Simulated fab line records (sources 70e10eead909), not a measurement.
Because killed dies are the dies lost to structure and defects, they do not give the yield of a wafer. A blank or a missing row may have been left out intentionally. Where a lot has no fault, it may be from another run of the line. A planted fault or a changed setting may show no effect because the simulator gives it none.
Problem report in the 8D (eight disciplines) form, filled by code    flow nandHarc    the parts of the form that need people (team, actions taken, sign-off) are left out

1. PROBLEM STATEMENT
cdNm at NHARC_A_CHANNEL_HOLE_D2_CD_MEAS_31 reads a mean of 0.5 nm on 9 wafers of 3 lots; wafers without a fault read 89.7 nm with a standard deviation of 1.3. Measured from the usual mean, that is -69 standard deviations.
First seen on wafer L296.2, day 18 08:30, on cdSem-01. Wafers with a number at this step in the record: 45, from 15 lots. The rule behind "out" and "out of limits": a value lying over 4 standard deviations away from the usual mean. Any other wafer with a number is counted as sound.

2. WHAT IT IS, AND WHAT IT ISN'T
question                     is                      is not
which readings at this step  cdNm                    -
which lots                   L296, L297, L299        L284, L285, L286, L289, L291, L294, L298, L300, L304, L305, L306, L307
which wafers of those lots   all that have a number  -
read on which gauges         cdSem-01, cdSem-02      cdSem-03
when                         from day 18 08:30       up to then (18 sound wafers); but 18 sound wafers of L298, L300, L304, L305, L306, L307 came after

3. SUSPECTS, AND WHAT RULES EACH OUT
Counting: a tool at any process step up to the reading remains a suspect when it ran all the lots that are out and ran no sound lot after the first of those.
- the gauge at NHARC_A_CHANNEL_HOLE_D2_CD_MEAS_31 is ruled out. 2 gauges (cdSem-01, cdSem-02) read the wafers that are out.
- harEtch-02 at NHARC_A_CHANNEL_HOLE_D2_ETCH_24 (etches the open film in C4F8/O2/Ar, time 906.2 s, target depth 1500 nm): ruled out as a lasting fault. The sound lots L298, L304, L306 went through it after L296, its earliest lot that is out (day 18 05:15).
Left after counting: nothing in the record.

4. THE CAUSE (what the simulator had put in)
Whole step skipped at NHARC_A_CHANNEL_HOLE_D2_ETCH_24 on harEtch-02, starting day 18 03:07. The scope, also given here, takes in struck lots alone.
It was ruled out by counting, in error; the rule expects a fault to strike all lots run on its tool from its start on, and this fault did not.

5. THE EFFECT CHAIN, in route order
Each row: a reading where the mean over the struck wafers with a number is more than 3 standard deviations away from the usual. Readings are gone through only where the record gives a usual standard deviation; hours: the median, over the lots, of the time from a lot's start at the first step in this table giving one to that lot's start at this step; sigmas: the change measured in usual standard deviations.
hours  step                                reading  usual    on struck wafers  change  sigmas
0      NHARC_A_CHANNEL_HOLE_D2_CD_MEAS_31  cdNm     89.7 nm  0.5               -89.2   -69
0      NHARC_A_CHANNEL_HOLE_D2_XSEM_32     botCdNm  74.3 nm  1.1               -73.2   -52
0      NHARC_A_CHANNEL_HOLE_D2_XSEM_32     bowNm    8.59 nm  0.23              -8.36   -28
Here are the process steps it includes:
- NHARC_A_CHANNEL_HOLE_D2_XSEM_32
Readings that are blank on the struck wafers while sound wafers have them: c4f8FlowSccm at NHARC_A_CHANNEL_HOLE_D2_ETCH_24; chamberPressureMTorr at NHARC_A_CHANNEL_HOLE_D2_ETCH_24; drypumpMotorCurrentA at NHARC_A_CHANNEL_HOLE_D2_ETCH_24; showerheadPlenumPTorr at NHARC_A_CHANNEL_HOLE_D2_ETCH_24; tempC at NHARC_A_CHANNEL_HOLE_D2_ETCH_24; throttleValvePct at NHARC_A_CHANNEL_HOLE_D2_ETCH_24.

6. WHAT WOULD HAVE CAUGHT IT SOONER
5 hours passed between the start of the fault at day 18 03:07 and the first reading out of limits at a measuring or inspecting step in this record, taken at day 18 08:30.
At NHARC_A_CHANNEL_HOLE_D2_ETCH_24 the tool's readings are blank on the struck wafers, where sound wafers have them: an empty tool record is the first sign, and it was there at once.
